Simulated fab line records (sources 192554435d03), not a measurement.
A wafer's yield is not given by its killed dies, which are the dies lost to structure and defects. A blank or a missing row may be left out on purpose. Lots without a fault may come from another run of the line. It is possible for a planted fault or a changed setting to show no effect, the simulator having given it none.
fab line records + flow n5Finfet
record
- lots=7
- wafers=21
route steps=1938 shown BEOL_M15@1773 MIM_BOT_ETCH@1866 PASSIVATION@1901
startH: the number of hours between the record's first day and the start of the first shown wafer of the lot + waitH: time in hours since the lot's previous step + " identical to the entry in the row above + L1.1+2: one row covering several wafers at once + - value missing, or start not given + * or withheld: withheld + < > ~ a bound
route shown NAME@n: NAME is a module with steps in the file, n the number in the route of the first one + usual: mean and standard deviation over wafers with no fault + same: alike in all rows + chamber/n: place in a boat + sites: each site's reading + _std_site: their standard deviation + _edge_site: the outer-site mean with the inner-site mean subtracted + radiusMm: for every site, how far away it sits from the centre of the wafer + mask NAME#n: copy n + behind: the tool/chamber that last shaped the wafer + hold: the reason the lot was held/the length of the hold in hours/how it ended + device: the n, p or np transistor that did not switch + end of line: at the end of the route, the tests of the same wafers + for a step that has no rows: nothing shown but its recipe + killed: dies lost to structure and defects at the first sort, not the wafer's yield + map: dies across one wafer; x = killed, . = not, _ = none there
set.NAME: the setting that was run; set.NAME@STEP: the one run at that earlier step + model.NAME: the simulator's own value behind a step, which no gauge read
lots whose settings were changed on purpose; a table a step, a row a wafer
## steps
# step N5_BEOL_M15_ILD_DEP_00
# recipe
- material=SiO2
- targetThkA=16293
- tempC=400
- precursor=TEOS/O2
- pressureTorr=6.5
- rfW=900
- teosFlowSccm=161.4
- gas=O2
- flowSccm=2650
- timeS=346.1
| lot.wafer | tool     | chamber | startH | waitH | set.timeS | model.SiO2_of_BEOL_M15_ILD_DEP_00.thkNm |
|-----------|----------|---------|--------|-------|-----------|-----------------------------------------|
| L078.2    | pecvd-02 | 1       | 270.41 | 0.0   | 346.1     | 1617                                    |
| L078.5    | "        | 1       | "      | "     | 296.6     | 1410                                    |
| L078.6    | "        | 0       | "      | "     | 346.1     | 1622                                    |
| L081.1    | pecvd-02 | 1       | 285.54 | 0.0   | 346.1     | 1629                                    |
| L081.3    | "        | 2       | "      | "     | 346.1     | 1645                                    |
| L081.4    | "        | 2       | "      | "     | 346.1     | 1673                                    |
| L080.2    | pecvd-02 | 1       | 292.06 | 0.0   | 346.1     | 1649                                    |
| L080.4    | "        | 2       | "      | "     | 346.1     | 1678                                    |
| L080.5    | "        | 1       | "      | "     | 346.1     | 1659                                    |
| L082.1    | pecvd-02 | 2       | 299.75 | 0.0   | 359.5     | 1690                                    |
| L082.3    | "        | 0       | "      | "     | 346.1     | 1629                                    |
| L082.4    | "        | 2       | "      | "     | 346.1     | 1678                                    |
| L084.1    | pecvd-02 | 2       | 319.23 | 0.0   | 395.4     | 1849                                    |
| L084.2    | "        | 1       | "      | "     | 395.4     | 1847                                    |
| L084.5    | "        | 2       | "      | "     | 346.1     | 1663                                    |
| L093.3    | pecvd-02 | 0       | 369.73 | 0.0   | 311.3     | 1451                                    |
| L093.4    | "        | 0       | "      | "     | 311.3     | 1481                                    |
| L093.5    | "        | 2       | "      | "     | 346.1     | 1673                                    |
| L094.2    | pecvd-04 | 2       | 377.01 | 0.0   | 346.1     | 1645                                    |
| L094.3    | "        | 0       | "      | "     | 346.1     | 1635                                    |
| L094.4    | "        | 1       | "      | "     | 346.1     | 1655                                    |
# step N5_BEOL_M15_THK_MEAS_01
# recipe
- reads=SiO2_of_BEOL_M15_ILD_DEP_00
# usual
- M15_ILD_THK=1635/21
| lot.wafer | tool         | chamber | startH | waitH | set.timeS@BEOL_M15_ILD_DEP_00 | M15_ILD_THK[nm] |
|-----------|--------------|---------|--------|-------|-------------------------------|-----------------|
| L078.2    | filmMetro-02 | -       | 270.66 | 0.1   | 346.1                         | 1617            |
| L078.5    | "            | -       | "      | "     | 296.6                         | 1411            |
| L078.6    | "            | -       | "      | "     | 346.1                         | 1622            |
| L081.1    | filmMetro-01 | -       | 285.79 | 0.1   | 346.1                         | 1627            |
| L081.3    | "            | -       | "      | "     | 346.1                         | 1645            |
| L081.4    | "            | -       | "      | "     | 346.1                         | 1674            |
| L080.2    | filmMetro-02 | -       | 292.31 | 0.1   | 346.1                         | 1649            |
| L080.4    | "            | -       | "      | "     | 346.1                         | 1678            |
| L080.5    | "            | -       | "      | "     | 346.1                         | 1659            |
| L082.1    | filmMetro-01 | -       | 300.11 | 0.2   | 359.5                         | 1690            |
| L082.3    | "            | -       | "      | "     | 346.1                         | 1630            |
| L082.4    | "            | -       | "      | "     | 346.1                         | 1678            |
| L084.1    | filmMetro-01 | -       | 319.48 | 0.1   | 395.4                         | 1850            |
| L084.2    | "            | -       | "      | "     | 395.4                         | 1848            |
| L084.5    | "            | -       | "      | "     | 346.1                         | 1663            |
| L093.3    | filmMetro-02 | -       | 369.98 | 0.1   | 311.3                         | 1450            |
| L093.4    | "            | -       | "      | "     | 311.3                         | 1483            |
| L093.5    | "            | -       | "      | "     | 346.1                         | 1673            |
| L094.2    | filmMetro-02 | -       | 377.26 | 0.1   | 346.1                         | 1643            |
| L094.3    | "            | -       | "      | "     | 346.1                         | 1635            |
| L094.4    | "            | -       | "      | "     | 346.1                         | 1657            |
# step N5_BEOL_M15_COAT_58
# recipe
- resist=BARC
- tempC=205
- timeS=60
- spinRpm=1500
- resistThkNm=89
# step N5_BEOL_M15_COAT_04
# recipe
- spinRpm=1704
- resistThkNm=800
# step N5_BEOL_M15_DESCUM_15
# recipe
- chemistry=O2
- timeS=7.9
- sourcePowerW=50
- biasPowerW=20
- pressureMtorr=20
- rfFrequencyHz=2.712e+07
- tempC=40
- o2FlowSccm=225
# step N5_BEOL_M15_ETCH_59
# recipe
- chemistry=N2/H2
- target=BARC
- targetDepthA=890
- overetchA=267
- timeS=67.9
- ionEnergyEv=200
- pressureMtorr=30
- sourceW=840
- biasW=150
- n2FlowSccm=200
- h2FlowSccm=200
# step N5_BEOL_M15_VIA_ETCH_16
# recipe
- chemistry=C4F8/O2/Ar
- target=SiO2
- heInnerTorr=15
- heOuterTorr=30
- targetDepthA=17922
- timeS=withheld
- ionEnergyEv=800
- pressureMtorr=20
- sourceW=1905
- biasW=2040
- Ar_flow_sccm=400
- C4F8_flow_sccm=16
- O2_flow_sccm=12
- ends=cleared
| lot.wafer | tool       | chamber | startH | waitH | set.timeS@BEOL_M15_ILD_DEP_00 | model.etch.depthNm | model.coat_of_BEOL_M15_COAT_04.thkNm |
|-----------|------------|---------|--------|-------|-------------------------------|--------------------|--------------------------------------|
| L078.2    | rieDiel-04 | 1       | 271.14 | 0.0   | *                             | 1617               | 336.4                                |
| L078.5    | "          | 2       | "      | "     | *                             | 1410               | 387.6                                |
| L078.6    | "          | 1       | "      | "     | *                             | 1622               | 334.4                                |
| L081.1    | rieDiel-04 | 3       | 286.30 | 0.0   | *                             | 1629               | 330.6                                |
| L081.3    | "          | 1       | "      | "     | *                             | 1645               | 337.4                                |
| L081.4    | "          | 2       | "      | "     | *                             | 1673               | 332.8                                |
| L080.2    | rieDiel-04 | 3       | 292.79 | 0.0   | *                             | 1649               | 320                                  |
| L080.4    | "          | 1       | "      | "     | *                             | 1678               | 319.2                                |
| L080.5    | "          | 0       | "      | "     | *                             | 1659               | 319.6                                |
| L082.1    | rieDiel-02 | 2       | 300.58 | 0.0   | *                             | 1690               | 318.8                                |
| L082.3    | "          | 1       | "      | "     | *                             | 1629               | 331.4                                |
| L082.4    | "          | 1       | "      | "     | *                             | 1678               | 319.4                                |
| L084.1    | rieDiel-02 | 1       | 320.09 | 0.0   | *                             | 1849               | 281                                  |
| L084.2    | "          | 3       | "      | "     | *                             | 1847               | 277.4                                |
| L084.5    | "          | 1       | "      | "     | *                             | 1663               | 325.8                                |
| L093.3    | rieDiel-05 | 3       | 370.58 | 0.0   | *                             | 1451               | 385.2                                |
| L093.4    | "          | 1       | "      | "     | *                             | 1481               | 372.8                                |
| L093.5    | "          | 0       | "      | "     | *                             | 1673               | 324.8                                |
| L094.2    | rieDiel-05 | 3       | 377.74 | 0.0   | *                             | 1645               | 340.8                                |
| L094.3    | "          | 2       | "      | "     | *                             | 1635               | 330                                  |
| L094.4    | "          | 1       | "      | "     | *                             | 1655               | 335.8                                |
# step N5_MIM_BOT_ETCH_ETCH_04
# recipe
- chemistry=CF4/O2
- target=SiNx
- targetDepthA=260
- timeS=13
- ionEnergyEv=100
- pressureMtorr=40
- sourceW=535
- biasW=49
- Ar_flow_sccm=100
- cf4FlowSccm=100
- O2_flow_sccm=10
| lot.wafer | tool       | chamber | startH | waitH | set.timeS | model.etch.depthNm |
|-----------|------------|---------|--------|-------|-----------|--------------------|
| L078.2    | rieDiel-03 | 2       | 283.05 | 0.0   | 13        | 25.82              |
| L078.5    | "          | 1       | "      | "     | 13        | 25.75              |
| L078.6    | "          | 0       | "      | "     | 15.8      | 30.04              |
| L081.1    | rieDiel-03 | 0       | 296.96 | 0.0   | 13        | 24.62              |
| L081.3    | "          | 2       | "      | "     | 13        | 25.5               |
| L081.4    | "          | 3       | "      | "     | 13        | 26.58              |
| L080.2    | rieDiel-03 | 3       | 303.49 | 0.0   | 15.92     | 32.56              |
| L080.4    | "          | 2       | "      | "     | 13        | 25.42              |
| L080.5    | "          | 2       | "      | "     | 13        | 25.53              |
| L082.1    | rieDiel-01 | 3       | 316.92 | 0.0   | 10.23     | 20.08              |
| L082.3    | "          | 0       | "      | "     | 10.23     | 20.4               |
| L082.4    | "          | 1       | "      | "     | 13        | 25.95              |
| L084.1    | rieDiel-06 | 2       | 327.78 | 0.0   | 13        | 25.6               |
| L084.2    | "          | 0       | "      | "     | 10.51     | 20.89              |
| L084.5    | "          | 2       | "      | "     | 10.51     | 20.71              |
| L093.3    | rieDiel-01 | 0       | 379.92 | 0.0   | 10.26     | 20.34              |
| L093.4    | "          | 2       | "      | "     | 13        | 24.96              |
| L093.5    | "          | 0       | "      | "     | 13        | 25.91              |
| L094.2    | rieDiel-06 | 1       | 392.24 | 0.0   | 13        | 26.68              |
| L094.3    | "          | 2       | "      | "     | 13        | 25.51              |
| L094.4    | "          | 0       | "      | "     | 13        | 26.08              |
# step N5_MIM_BOT_ETCH_ETCH_03
# recipe
- chemistry=Cl2/BCl3
- targetDepthA=120
- pressureMtorr=8
- icpW=800
- biasW=100
- Cl2_flow_sccm=20
- bcl3FlowSccm=80
| lot.wafer | tool        | chamber | startH | waitH | set.icpW | model.etch.depthNm |
|-----------|-------------|---------|--------|-------|----------|--------------------|
| L078.2    | rieMetal-02 | 1       | 283.14 | 0.1   | 800      | 12.11              |
| L078.5    | "           | 0       | "      | "     | 844.7    | 12.83              |
| L078.6    | "           | 1       | "      | "     | 800      | 12.19              |
| L081.1    | rieMetal-03 | 0       | 297.05 | 0.1   | 730.5    | 11.19              |
| L081.3    | "           | 1       | "      | "     | 800      | 12.09              |
| L081.4    | "           | 0       | "      | "     | 800      | 12.19              |
| L080.2    | rieMetal-01 | 0       | 303.58 | 0.1   | 800      | 11.99              |
| L080.4    | "           | 0       | "      | "     | 679.6    | 10.47              |
| L080.5    | "           | 0       | "      | "     | 800      | 12.17              |
| L082.1    | rieMetal-02 | 0       | 317.01 | 0.1   | 726      | 11.15              |
| L082.3    | "           | 1       | "      | "     | 726      | 11.1               |
| L082.4    | "           | 0       | "      | "     | 726      | 11.07              |
| L084.1    | rieMetal-03 | 0       | 327.87 | 0.1   | 800      | 12.15              |
| L084.2    | "           | 1       | "      | "     | 800      | 11.95              |
| L084.5    | "           | 1       | "      | "     | 800      | 12.02              |
| L093.3    | rieMetal-02 | 0       | 380.04 | 0.1   | 891.3    | 13.42              |
| L093.4    | "           | 1       | "      | "     | 800      | 12.13              |
| L093.5    | "           | 0       | "      | "     | 800      | 12.18              |
| L094.2    | rieMetal-03 | 1       | 392.33 | 0.1   | 800      | 12.18              |
| L094.3    | "           | 1       | "      | "     | 800      | 12.16              |
| L094.4    | "           | 0       | "      | "     | 800      | 12.23              |
# step N5_PASSIVATION_EXPOSE_27
# recipe
- maskId=PAD
- na=0.55
- sourceShape=conventional
- sigmaOuter=0.8
- polarization=unpolarized
- defocusNm=0
- doseMj=32.3
| lot.wafer  | tool          | chamber | startH | waitH | mask  | set.doseMj |
|------------|---------------|---------|--------|-------|-------|------------|
| L078.2+5+6 | krfScanner-01 | 0       | 287.46 | -     | PAD#0 | 31.09      |
| L081.1+3+4 | krfScanner-01 | 0       | 300.33 | -     | PAD#0 | 32.3       |
| L080.2+4+5 | krfScanner-02 | 0       | 307.25 | -     | PAD#0 | 32.3       |
| L082.1+3+4 | krfScanner-02 | 0       | 319.78 | -     | PAD#0 | 32.3       |
| L084.1     | krfScanner-01 | 0       | 331.74 | -     | PAD#0 | 32.3       |
| L084.2+5   | "             | 0       | "      | "     | PAD#0 | 30.85      |
| L093.3+5   | krfScanner-02 | 0       | 383.48 | -     | PAD#0 | 32.3       |
| L093.4     | "             | 0       | "      | "     | PAD#0 | 34.29      |
| L094.2+3+4 | krfScanner-02 | 0       | 394.65 | -     | PAD#0 | 32.3       |
# step N5_PASSIVATION_PEB_28
# recipe
- pebTempC=withheld
- pebTimeS=*
# step N5_PASSIVATION_DEVELOP_29
# recipe
- developTimeS=60
- rinseLiquid=diw
- dry=airSpin
- devTempC=21
# step N5_PASSIVATION_HARDBAKE_31
# recipe
- tempC=130
- timeS=120
# step N5_PASSIVATION_CD_MEAS_30
# recipe
- targetCdNm=4000
- landingEnergyEv=500
- detector=seInlens
- polarity=opening
# usual
- cdNm=3999.5/1.8
| lot.wafer | tool     | chamber | startH | waitH | set.doseMj@PASSIVATION_EXPOSE_27 | cdNm   |
|-----------|----------|---------|--------|-------|----------------------------------|--------|
| L078.2    | cdSem-03 | 0       | 287.63 | -     | 31.09                            | 3990.2 |
| L078.5    | "        | 0       | "      | "     | 31.09                            | 3994.8 |
| L078.6    | "        | 0       | "      | "     | 31.09                            | 3990.9 |
| L081.1    | cdSem-02 | 0       | 300.50 | -     | 32.3                             | 3997.3 |
| L081.3    | "        | 0       | "      | "     | 32.3                             | 4000.0 |
| L081.4    | "        | 0       | "      | "     | 32.3                             | 3997.2 |
| L080.2    | cdSem-02 | 0       | 307.43 | -     | 32.3                             | 3999.2 |
| L080.4    | "        | 0       | "      | "     | 32.3                             | 3999.7 |
| L080.5    | "        | 0       | "      | "     | 32.3                             | 4000.6 |
| L082.1    | cdSem-02 | 0       | 319.95 | -     | 32.3                             | 3998.9 |
| L082.3    | "        | 0       | "      | "     | 32.3                             | 3998.9 |
| L082.4    | "        | 0       | "      | "     | 32.3                             | 4001.5 |
| L084.1    | cdSem-02 | 0       | 331.92 | -     | 32.3                             | 3998.2 |
| L084.2    | "        | 0       | "      | "     | 30.85                            | 3987.2 |
| L084.5    | "        | 0       | "      | "     | 30.85                            | 3991.6 |
| L093.3    | cdSem-02 | 0       | 383.65 | -     | 32.3                             | 4001.0 |
| L093.4    | "        | 0       | "      | "     | 34.29                            | 4013.4 |
| L093.5    | "        | 0       | "      | "     | 32.3                             | 4001.0 |
| L094.2    | cdSem-01 | 0       | 394.82 | -     | 32.3                             | 3998.4 |
| L094.3    | "        | 0       | "      | "     | 32.3                             | 4002.4 |
| L094.4    | "        | 0       | "      | "     | 32.3                             | 3999.5 |
## key
split
- step=N5_BEOL_M15_ILD_DEP_00
- setting=timeS
- stated=346.1
- by=wafer
response
- step=N5_BEOL_M15_ILD_DEP_00
- reading=model.SiO2_of_BEOL_M15_ILD_DEP_00.thkNm
- change=+15
- per=1%
- r=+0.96
response
- step=N5_BEOL_M15_THK_MEAS_01
- reading=M15_ILD_THK
- change=+15
- per=1%
- r=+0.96
response
- step=N5_BEOL_M15_VIA_ETCH_16
- reading=model.etch.depthNm
- change=+15
- per=1%
- r=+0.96
response
- step=N5_BEOL_M15_VIA_ETCH_16
- reading=model.coat_of_BEOL_M15_COAT_04.thkNm
- change=-3.78
- per=1%
- r=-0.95
split
- step=N5_MIM_BOT_ETCH_ETCH_04
- setting=timeS
- stated=13
- by=wafer
response
- step=N5_MIM_BOT_ETCH_ETCH_04
- reading=model.etch.depthNm
- change=+0.256
- per=1%
- r=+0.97
split
- step=N5_MIM_BOT_ETCH_ETCH_03
- setting=icpW
- stated=800
- by=wafer
response
- step=N5_MIM_BOT_ETCH_ETCH_03
- reading=model.etch.depthNm
- change=+0.109
- per=1%
- r=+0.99
split
- step=N5_PASSIVATION_EXPOSE_27
- setting=doseMj
- stated=32.3
- by=wafer
response
- step=N5_PASSIVATION_CD_MEAS_30
- reading=cdNm
- change=+2
- per=1%
- r=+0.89
